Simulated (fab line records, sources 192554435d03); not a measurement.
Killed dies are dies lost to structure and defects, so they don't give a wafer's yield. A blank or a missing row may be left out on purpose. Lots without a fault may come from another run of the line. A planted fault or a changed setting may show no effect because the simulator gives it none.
fab line records | flow n5_finfet
record lots=6 wafers=18 last_day=17
route steps=1938 shown BEOL_M3@968 BEOL_M4@1111 PASSIVATION@1936
lots that met no fault: from a run of the same line without faults
start_h: hours from the record's first day to the start of the lot's first wafer shown | wait_h: hours since the lot's step before | " the same as in the row above | L1.1+2: a row that stands for several wafers | - no value, or no start given | * or withheld: withheld | < > ~ a bound
route shown NAME@n: a module of which the file shows steps, and the number in the route of the first | usual: mean/standard deviation of fault-free wafers | same: alike in all rows | chamber/n: place in a boat | sites: the reading at each site | _std_site: their standard deviation | _edge_site: outer sites' mean less inner sites' | radius_mm: how far each site lies from the wafer's centre | mask NAME#n: copy n | behind: the tool/chamber that last shaped the wafer | hold: why the lot was held/for how many hours/how that ended | device: the transistor (n, p or np) that didn't switch | end of line: the same wafers' tests at the end of the route | a step without rows: its recipe alone | killed: dies lost to structure and defects at the first sort, not the wafer's yield | map: a wafer's dies, x killed, . not, _ none there
set.NAME: the setting as run; set.NAME@STEP: as run at that earlier step | model.NAME: the simulator's own value behind a step, which no gauge read
lots at some steps of the route; a table a step, a row a wafer
services: from which hour (start_h, from the record's first day; less than 0 if before it) a tool's chamber was out of use, for how many hours, and why
## steps
# step N5_BEOL_M3_INSPECT_30
# recipe mode=adi inspect_instrument=brightfield
# usual raw_defect_count=434/85
# columns lot.wafer tool chamber start_h wait_h raw_defect_count
L403.2 defect_inspect-02 - 173.74 0.0 413
L403.4 " - " " 373
L403.6 " - " " 397
L406.1 defect_inspect-02 - 185.23 0.1 477
L406.2 " - " " 389
L406.6 " - " " 339
L412.4 defect_inspect-01 - 220.15 0.0 408
L412.5 " - " " 329
L412.6 " - " " 625
L413.2 defect_inspect-01 - 229.22 0.0 421
L413.3 " - " " 534
L413.6 " - " " 517
L417.4 defect_inspect-02 - 261.76 0.0 424
L417.5 " - " " 494
L417.6 " - " " 431
L420.2 defect_inspect-01 - 269.70 0.0 447
L420.3 " - " " 399
L420.6 " - " " 498
# step N5_BEOL_M3_DESCUM_33
# recipe chemistry=O2 time_s=7 source_power_w=50 bias_power_w=20 pressure_mtorr=20 rf_frequency_hz=2.712e+07 temp_c=40 resist=CAR-EUV o2_flow_sccm=225
# usual drypump_motor_current_A=5.7/0.44 oes_product_au=0.81/0.098 rf_vpp_V=242.8/1.2 showerhead_plenum_p_Torr=2.08/0.058 throttle_valve_pct=20.34/0.13
# same time_s=7
# columns lot.wafer tool chamber start_h wait_h drypump_motor_current_A oes_product_au rf_hours_counter_h rf_vpp_V showerhead_plenum_p_Torr throttle_valve_pct
L403.2 rie_diel-01 1 173.77 0.0 5.8 0.76 147 242.2 2.01 20.10
L403.4 " 2 " " 5.0 0.82 72 242.3 2.04 20.24
L403.6 " 1 " " 5.8 0.76 - 242.2 2.01 20.12
L406.1 rie_diel-02 2 185.27 0.0 6.0 0.94 16 241.0 2.06 20.43
L406.2 " 1 " " 6.0 0.96 5 241.5 2.05 20.26
L406.6 " 2 " " 6.0 0.94 - 242.8 2.06 20.43
L412.4 rie_diel-01 1 220.75 0.6 5.8 0.74 160 242.5 2.00 20.13
L412.5 " 2 " " 5.0 0.80 - 242.7 2.04 20.27
L412.6 " 3 " " 4.7 0.81 - 241.4 2.03 20.26
L413.2 rie_diel-02 3 230.16 0.9 5.6 0.69 218 244.2 2.16 20.47
L413.3 " 2 " " 6.0 0.92 25 242.1 2.06 20.44
L413.6 " 1 " " 6.0 0.95 - 243.4 2.05 20.26
L417.4 rie_diel-06 3 261.79 0.0 5.9 0.81 81 243.5 2.03 20.26
L417.5 " 2 " " 5.6 0.67 - 243.1 2.06 20.25
L417.6 " 1 " " 6.6 0.85 - 244.5 2.20 20.43
L420.2 rie_diel-01 3 269.74 0.0 4.7 0.79 120 242.7 2.02 20.30
L420.3 " 1 " " 5.7 0.73 177 242.8 2.00 20.15
L420.6 " 1 " " 5.8 0.72 - 240.8 2.00 20.17
# step N5_BEOL_M3_ETCH_77
# recipe chemistry=N2/H2 target=underlayer target_depth_a=65 mask_material=CAR-EUV time_s=5.2 ion_energy_ev=200 pressure_mtorr=30 source_w=840 bias_w=150 n2_flow_sccm=200 h2_flow_sccm=200 ends=cleared
# step N5_BEOL_M3_ETCH_69
# recipe chemistry=CF4 target=SiARC target_depth_a=156 mask_material=CAR-EUV time_s=26 ion_energy_ev=80 pressure_mtorr=40 source_w=545 bias_w=36 Ar_flow_sccm=100 cf4_flow_sccm=100 ends=cleared
# usual bias_w=35.99/0.1 drypump_motor_current_A=5.7/0.43 etch_rf_on_time_s=26.0/0.4 oes_product_au=0.69/0.084 rf_vpp_V=183.7/1.2 showerhead_plenum_p_Torr=2.12/0.058 throttle_valve_pct=15.49/0.16
# columns lot.wafer tool chamber start_h wait_h bias_w drypump_motor_current_A etch_rf_on_time_s oes_product_au rf_hours_counter_h rf_vpp_V showerhead_plenum_p_Torr throttle_valve_pct
L403.2 rie_diel-01 1 173.82 0.0 35.95 5.8 25.9 0.64 147 183.6 2.06 15.35
L403.4 " 2 " " 36.02 5.0 25.3 0.69 72 182.3 2.09 15.36
L403.6 " 1 " " 36.03 5.8 25.8 0.65 - 183.2 2.06 15.32
L406.1 rie_diel-02 2 185.32 0.0 35.87 6.0 25.7 0.80 16 185.2 2.10 15.48
L406.2 " 1 " " 35.96 6.0 25.9 0.83 5 183.2 2.10 15.39
L406.6 " 2 " " 36.13 6.0 25.7 0.81 - 183.9 2.10 15.49
L412.4 rie_diel-01 1 220.80 0.0 36.00 5.8 26.3 0.63 160 182.4 2.05 15.34
L412.5 " 2 " " 36.05 5.0 25.7 0.68 - 181.9 2.08 15.38
L412.6 " 3 " " 35.96 4.7 26.0 0.69 - 184.2 2.07 15.40
L413.2 rie_diel-02 3 230.21 0.0 35.97 5.6 26.5 0.58 218 184.3 2.20 15.68
L413.3 " 2 " " 35.87 6.0 25.9 0.78 25 183.0 2.10 15.50
L413.6 " 1 " " 36.03 6.1 26.0 0.80 - 183.4 2.10 15.39
L417.4 rie_diel-06 3 261.84 0.0 36.21 5.9 25.6 0.70 81 184.7 2.08 15.36
L417.5 " 2 " " 35.86 5.7 26.3 0.58 - 183.7 2.10 15.49
L417.6 " 1 " " 36.10 6.6 26.0 0.73 - 185.8 2.25 15.58
L420.2 rie_diel-01 3 269.79 0.0 35.94 4.7 26.3 0.67 120 184.6 2.06 15.43
L420.3 " 1 " " 35.94 5.8 26.1 0.62 177 182.8 2.05 15.41
L420.6 " 1 " " 35.94 5.8 26.3 0.62 - 184.0 2.05 15.39
# step N5_BEOL_M3_ALD_98
# recipe material=SiO2 target_thk_a=25 temp_c=100 ald_precursor_family=BDEAS ald_co_reactant=O2-plasma pulse_time_s=1 co_reactant_pulse_time_s=1 purge_time_s=2 co_reactant_purge_time_s=2 ald_cycles=17 pressure_torr=2
# step N5_BEOL_M3_ETCHBACK_99
# recipe chemistry=CHF3 target=SiO2 target_depth_a=50 time_s=10.4 source_w=215 bias_w=47 Ar_flow_sccm=200 CHF3_flow_sccm=12 ion_energy_ev=100 pressure_mtorr=30
# usual drypump_motor_current_A=5.6/0.46 oes_product_au=0.81/0.097 rf_vpp_V=239.7/2.3 showerhead_plenum_p_Torr=2.12/0.057 throttle_valve_pct=16.95/0.17
# same time_s=10.4
# columns lot.wafer tool chamber start_h wait_h drypump_motor_current_A oes_product_au rf_hours_counter_h rf_vpp_V showerhead_plenum_p_Torr throttle_valve_pct
L403.2 rie_diel-02 2 177.94 3.8 6.0 0.95 14 238.6 2.11 16.93
L403.4 " 1 " " 6.1 0.98 3 237.3 2.12 16.94
L403.6 " 2 " " 6.0 0.95 - 239.1 2.10 16.93
L406.1 rie_diel-06 1 191.51 5.9 6.6 0.87 54 246.0 2.28 17.05
L406.2 " 2 " " 5.7 0.69 221 241.4 2.12 16.88
L406.6 " 3 " " 5.9 0.85 - 238.9 2.10 16.80
L412.4 rie_diel-06 2 221.21 0.3 5.7 0.68 - 240.8 2.12 16.92
L412.5 " 0 " " 5.8 0.92 - 236.3 2.10 16.75
L412.6 " 3 " " 5.9 0.83 - 240.6 2.09 16.81
L413.2 rie_diel-06 1 230.94 0.6 6.6 0.87 64 248.4 2.27 17.06
L413.3 " 3 " " 5.9 0.83 72 239.1 2.09 16.85
L413.6 " 0 " " 5.8 0.92 - 238.5 2.10 16.76
L417.4 rie_diel-01 2 263.14 1.2 5.0 0.80 101 239.6 2.08 16.85
L417.5 " 3 " " 4.7 0.79 - 240.0 2.06 16.83
L417.6 " 2 " " 4.9 0.78 - 239.7 2.08 16.85
L420.2 rie_diel-02 1 275.45 5.2 6.0 0.92 29 239.1 2.11 16.99
L420.3 " 2 " " 6.0 0.89 40 239.8 2.10 16.98
L420.6 " 2 " " 6.0 0.89 - 237.5 2.10 16.98
# step N5_BEOL_M3_ETCH_70
# recipe chemistry=N2/H2 target=SOC target_depth_a=800 overetch_a=160 mask_material=SiARC temp_c=40 time_s=120 ion_energy_ev=200 pressure_mtorr=30 source_w=840 bias_w=150 n2_flow_sccm=200 h2_flow_sccm=200
# step N5_BEOL_M3_STRIP_71
# recipe chemistry=N2/H2 temp_c=40 n2_flow_sccm=200 h2_flow_sccm=200 rf_frequency_hz=6e+07
# step N5_BEOL_M3_STRIP_78
# recipe chemistry=N2/H2 temp_c=40 n2_flow_sccm=200 h2_flow_sccm=200 rf_frequency_hz=6e+07
# step N5_BEOL_M3_VIA_ETCH_34
# recipe chemistry=C4F6/O2 target_depth_a=694 mask_material=SOC pressure_mtorr=15 ion_energy_ev=250 taper_deg=4 time_s=65.9 source_w=350 bias_w=170 Ar_flow_sccm=300 C4F6_flow_sccm=10 O2_flow_sccm=10
# step N5_BEOL_M3_STRIP_83
# recipe chemistry=C4F6/O2 resist=SiARC rf_frequency_hz=6e+07
# step N5_BEOL_M3_STRIP_36
# recipe chemistry=N2/H2 power_w=450 temp_c=40 pressure_mtorr=20 rf_frequency_hz=6e+07 overash_fraction=0.3 bias_power_w=7 h2_frac=0.5 n2_flow_sccm=200 h2_flow_sccm=200
# usual drypump_motor_current_A=5.7/0.46 oes_product_au=0.81/0.096 rf_vpp_V=59.0/1.5 showerhead_plenum_p_Torr=2.51/0.067 throttle_valve_pct=23.53/0.23
# columns lot.wafer tool chamber start_h wait_h drypump_motor_current_A oes_product_au rf_hours_counter_h rf_vpp_V showerhead_plenum_p_Torr throttle_valve_pct
L403.2 rie_diel-02 2 178.14 0.0 6.0 0.95 14 59.0 2.48 23.52
L403.4 " 1 " " 6.0 0.97 3 58.7 2.48 23.32
L403.6 " 2 " " 6.0 0.96 - 58.6 2.48 23.52
L406.1 rie_diel-06 1 191.70 0.0 6.6 0.88 54 60.5 2.68 23.72
L406.2 " 2 " " 5.7 0.69 221 59.8 2.51 23.44
L406.6 " 3 " " 5.9 0.83 - 59.5 2.47 23.44
L412.4 rie_diel-06 2 221.41 0.0 5.6 0.69 - 56.7 2.51 23.48
L412.5 " 0 " " 5.8 0.92 - 56.9 2.48 23.16
L412.6 " 3 " " 5.9 0.83 - 59.6 2.46 23.43
L413.2 rie_diel-06 1 231.14 0.0 6.6 0.87 64 62.1 2.68 23.74
L413.3 " 3 " " 5.9 0.83 72 61.5 2.46 23.44
L413.6 " 0 " " 5.8 0.91 - 58.8 2.48 23.18
L417.4 rie_diel-01 2 263.34 0.0 4.9 0.80 101 60.8 2.46 23.55
L417.5 " 3 " " 4.7 0.81 - 56.6 2.45 23.45
L417.6 " 2 " " 5.0 0.79 - 60.1 2.46 23.57
L420.2 rie_diel-02 1 275.65 0.0 6.0 0.90 29 59.9 2.47 23.34
L420.3 " 2 " " 6.0 0.90 40 61.7 2.47 23.54
L420.6 " 2 " " 6.0 0.90 - 59.7 2.47 23.57
# step N5_BEOL_M3_TRENCH_ETCH_37
# recipe chemistry=C4F6/O2 target_depth_a=555.55 target=SiOC time_s=29.2 ion_energy_ev=250 pressure_mtorr=30 source_w=355 bias_w=185 Ar_flow_sccm=300 C4F6_flow_sccm=10 O2_flow_sccm=10
# usual C4F6_flow_sccm=9.999/0.03 bias_w=185.0/0.55 drypump_motor_current_A=5.6/0.47 oes_product_au=0.81/0.097 rf_vpp_V=663/6.1 showerhead_plenum_p_Torr=2.81/0.073 throttle_valve_pct=20.73/0.17
# same time_s=29.2
# columns lot.wafer tool chamber start_h wait_h C4F6_flow_sccm bias_w drypump_motor_current_A oes_product_au rf_hours_counter_h rf_vpp_V showerhead_plenum_p_Torr throttle_valve_pct model.etch.depth_nm model.BEOL_M3.feature_depth_nm
L403.2 rie_diel-02 2 178.18 - 9.990 185.8 6.0 0.94 14 661 2.79 20.75 55.77 55.8
L403.4 " 1 " " 10.055 185.0 6.1 0.98 3 657 2.81 20.79 55.82 55.8
L403.6 " 2 " " 9.979 183.2 6.0 0.94 - 662 2.79 20.75 55.75 55.8
L406.1 rie_diel-06 1 191.74 - 9.995 185.0 6.6 0.86 54 683 3.00 20.85 55.45 55.4
L406.2 " 2 " " 10.016 185.2 5.6 0.69 221 665 2.81 20.60 54.15 54.2
L406.6 " 3 " " 9.965 184.1 5.9 0.85 - 661 2.78 20.59 55.24 55.2
L412.4 rie_diel-06 2 221.44 - 9.969 185.3 5.7 0.68 - 666 2.81 20.63 53.9 54
L412.5 " 0 " " 9.967 185.3 5.8 0.93 - 658 2.79 20.56 56.41 56.4
L412.6 " 3 " " 10.009 196.9 5.9 0.85 - 696 2.77 20.62 57.32 57.4
L413.2 rie_diel-06 1 231.18 - 9.956 184.6 6.6 0.87 64 683 3.00 20.87 56.01 56
L413.3 " 3 " " 9.959 197.1 5.9 0.84 72 696 2.77 20.61 57.62 57.6
L413.6 " 0 " " 9.994 186.1 5.8 0.91 - 659 2.78 20.57 56.8 56.8
L417.4 rie_diel-01 2 263.38 - 10.013 185.8 4.9 0.79 101 664 2.76 20.62 55.94 56
L417.5 " 3 " " 9.973 184.5 4.6 0.80 - 666 2.74 20.58 55.68 55.6
L417.6 " 2 " " 10.007 185.7 4.9 0.79 - 662 2.76 20.62 55.93 56
L420.2 rie_diel-02 1 275.69 - 10.010 184.9 6.0 0.91 29 658 2.80 20.82 55.82 55.8
L420.3 " 2 " " 9.993 184.3 6.0 0.89 40 659 2.78 20.80 55.75 55.8
L420.6 " 2 " " 10.043 184.9 6.0 0.89 - 658 2.78 20.78 55.78 55.8
# step N5_BEOL_M3_ETCH_41
# recipe chemistry=CH3F/O2 target=SiCN target_depth_a=299 taper_deg=2 time_s=52.5 ion_energy_ev=120 mask_material=TiN pressure_mtorr=30 source_w=395 bias_w=75 Ar_flow_sccm=150 CH3F_flow_sccm=30 O2_flow_sccm=20
# usual bias_w=75.00/0.2 drypump_motor_current_A=5.6/0.46 oes_product_au=0.81/0.097 rf_vpp_V=296.8/1.3 showerhead_plenum_p_Torr=1.97/0.053 throttle_valve_pct=16.21/0.16
# same time_s=52.5
# columns lot.wafer tool chamber start_h wait_h bias_w drypump_motor_current_A oes_product_au rf_hours_counter_h rf_vpp_V showerhead_plenum_p_Torr throttle_valve_pct
L403.2 rie_diel-02 2 - - 74.74 6.0 0.95 14 295.9 1.96 16.17
L403.4 " 1 " " 74.72 6.1 0.97 3 296.8 1.97 16.16
L403.6 " 2 " " 74.94 6.0 0.95 - 296.0 1.96 16.16
L406.1 rie_diel-06 1 - - 74.71 6.6 0.88 54 299.0 2.12 16.26
L406.2 " 2 " " 74.75 5.7 0.70 221 297.7 1.97 16.16
L406.6 " 3 " " 74.83 5.9 0.85 - 297.1 1.95 16.03
L412.4 rie_diel-06 2 - - 74.89 5.6 0.69 - 296.9 1.97 16.17
L412.5 " 0 " " 75.12 5.8 0.93 - 295.4 1.96 16.02
L412.6 " 3 " " 75.04 5.9 0.83 - 295.7 1.95 16.07
L413.2 rie_diel-06 1 - - 75.11 6.6 0.86 64 299.0 2.11 16.29
L413.3 " 3 " " 75.19 5.9 0.82 72 295.4 1.94 16.07
L413.6 " 0 " " 75.25 5.8 0.91 - 295.8 1.95 16.04
L417.4 rie_diel-01 2 - - 74.95 5.0 0.78 101 295.7 1.93 16.11
L417.5 " 3 " " 74.78 4.7 0.80 - 295.8 1.92 16.13
L417.6 " 2 " " 75.03 5.0 0.79 - 295.5 1.94 16.10
L420.2 rie_diel-02 1 - - 74.95 6.0 0.90 29 295.7 1.96 16.21
L420.3 " 2 " " 74.81 6.0 0.89 40 297.1 1.95 16.22
L420.6 " 2 " " 75.10 6.0 0.89 - 296.7 1.95 16.22
# step N5_BEOL_M4_RC_MEAS_101
# usual DIBL_N=35.9/1.3 DIBL_P=35.9/1.6 IOFF_N=0.156/0.022 IOFF_P=0.205/0.023 ION_N=675/9 ION_P=463/5.6 SS_N=71.4/0.57 SS_P=73.1/0.52 VT_N=249.7/2.8 VT_P=-250.2/2.5
# columns lot.wafer tool chamber start_h wait_h DIBL_N[mV/V] DIBL_P[mV/V] IOFF_N[nA/um] IOFF_P[nA/um] ION_N[uA/um] ION_P[uA/um] SS_N[mV/dec] SS_P[mV/dec] VT_N[mV] VT_P[mV]
L403.2 prober-01 0 197.59 0.2 36.1 37.8 0.171 0.199 680 455 71.8 73.5 250.7 -252.6
L403.4 " 0 " " 35.2 36.3 0.154 0.180 678 463 71.2 72.9 251.4 -252.8
L403.6 " 0 " " 36.0 37.2 0.173 0.202 683 460 71.9 73.8 248.2 -251.9
L406.1 prober-02 0 205.29 0.0 36.5 37.8 0.160 0.256 676 475 71.9 73.8 249.6 -245.5
L406.2 " 0 " " 35.8 36.2 0.145 0.228 669 474 71.5 73.2 250.2 -248.5
L406.6 " 0 " " 35.3 35.8 0.139 0.218 673 464 71.8 72.4 250.7 -247.6
L412.4 prober-02 0 236.36 0.5 35.5 35.0 0.156 0.224 672 477 71.5 73.0 248.9 -246.1
L412.5 " 0 " " 35.9 35.3 0.160 0.226 675 469 72.8 72.4 250.4 -247.3
L412.6 " 0 " " 36.7 35.7 0.162 0.224 676 466 71.8 72.9 248.6 -246.2
L413.2 prober-02 0 256.28 0.2 35.5 35.1 0.161 0.198 677 462 71.2 73.3 246.3 -249.9
L413.3 " 0 " " 34.1 33.2 0.140 0.182 677 461 70.5 72.6 249.6 -252.2
L413.6 " 0 " " 35.0 33.8 0.152 0.180 669 455 70.8 72.4 249.4 -252.6
L417.4 prober-01 0 283.55 0.5 36.8 39.5 0.190 0.215 693 463 72.4 73.8 245.7 -252.3
L417.5 " 0 " " 38.2 40.3 0.209 0.221 687 461 72.6 73.9 243.3 -250.9
L417.6 " 0 " " 37.1 38.7 0.185 0.206 682 460 72.1 73.4 245.8 -252.2
L420.2 prober-02 0 293.60 0.2 37.3 37.5 0.163 0.212 674 463 71.9 74.0 247.9 -250.3
L420.3 " 0 " " 35.7 34.9 0.136 0.186 664 460 71.4 72.8 254.4 -251.4
L420.6 " 0 " " 37.6 37.6 0.170 0.212 677 460 72.2 74.1 249.2 -249.7
# step N5_PASSIVATION_PROBE_49
# usual defect_limited_yield=91.3/1.4 killed_at_M0_to_M3=35/11 killed_at_M4_up=14/5.4 killed_at_contacts=12/6.2 killed_at_front_end=38/11 killed_at_other=4.1/2.8 killed_dies=103/17 killed_open=66/13 killed_short=34/8.2 sort_bin_5_function=5.1/0.89 sort_bin_6_memory=3.3/0.72 sort_n_pass=1077/17 sort_yield_pct=91.3/1.4
# same gross_dies=1180 killed_at_back_side=0 sort_bin_4_leakage[%]=0 sort_bin_8_speed[%]=0
# columns lot.wafer tool chamber start_h wait_h defect_limited_yield[%] killed_at_M0_to_M3 killed_at_M4_up killed_at_contacts killed_at_front_end killed_at_other killed_dies killed_open killed_short sort_bin_5_function[%] sort_bin_6_memory[%] sort_n_pass sort_yield_pct[%]
L417.4 prober-02 - 386.97 0.2 90.1 51 10 7 43 6 117 74 39 5.2 4.4 1063 90.1
L417.5 prober-02 - 387.02 0.2 90.1 32 11 2 63 9 117 82 34 5.9 3.8 1063 90.1
L417.6 prober-02 - 387.07 0.3 93.6 23 6 6 31 9 75 41 32 3.5 2.4 1105 93.6
# killed by level:class
L417.4 BEOL_M0_SAQP:geometric_particle:short=14 BEOL_M0_SAQP:geometric_particle:open=13 BEOL_M2:geometric_particle:open=13 FIN_SAQP:geometric_particle:open=8 FIN_SAQP:geometric_particle:short=7 GATE_CUT:geometric_particle:short=6 BEOL_M4:geometric_particle:open=6 BEOL_M0:geometric_particle:open=5
L417.5 FIN_SAQP:geometric_particle:open=27 FIN_SAQP:geometric_particle:short=8 BEOL_M0_SAQP:geometric_particle:open=7 ILD0:geometric_particle:short=7 BEOL_M0_SAQP:geometric_particle:short=7 BEOL_M2:geometric_particle:open=6 DUMMY_GATE:geometric_particle:open=5 BEOL_M4:geometric_particle:open=5
L417.6 FIN_SAQP:geometric_particle:open=8 BEOL_M0_SAQP:geometric_particle:open=8 BEOL_M0_SAQP:geometric_particle:short=7 MOL_CONTACT_COAG:geometric_particle:open=5 BEOL_M3:geometric_particle:short=4 FIN_SAQP:geometric_particle:short=3 STI_FIN_REVEAL:geometric_particle:open=3 GATE_CUT:geometric_particle:short=3
## services
# columns tool chamber start_h hours kind
rie_diel-02 - 215.56 14.6 pm
rie_diel-01 - 231.04 0.4 repair
## key
first_sign step=N5_BEOL_M3_TRENCH_ETCH_37 reading=bias_w direction=up sigmas=22 usual=* struck=*
effect step=N5_BEOL_M3_TRENCH_ETCH_37 reading=rf_vpp_V direction=up sigmas=5.5 usual=663 struck=696
model_effect step=N5_BEOL_M3_TRENCH_ETCH_37 value=etch.depth_nm without=56.27 struck=57.47
met_at N5_BEOL_M3_TRENCH_ETCH_37
struck_wafers L412.6,L413.3
onset_between 191.74 221.44
fault kind=process_parameter_drift tool=rie_diel-06 chamber=3 onset_h=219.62 steps=N5_BEOL_M3_TRENCH_ETCH_37 channel=bias_w offset=* shape=step end_h=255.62 acts_in=* stated=*
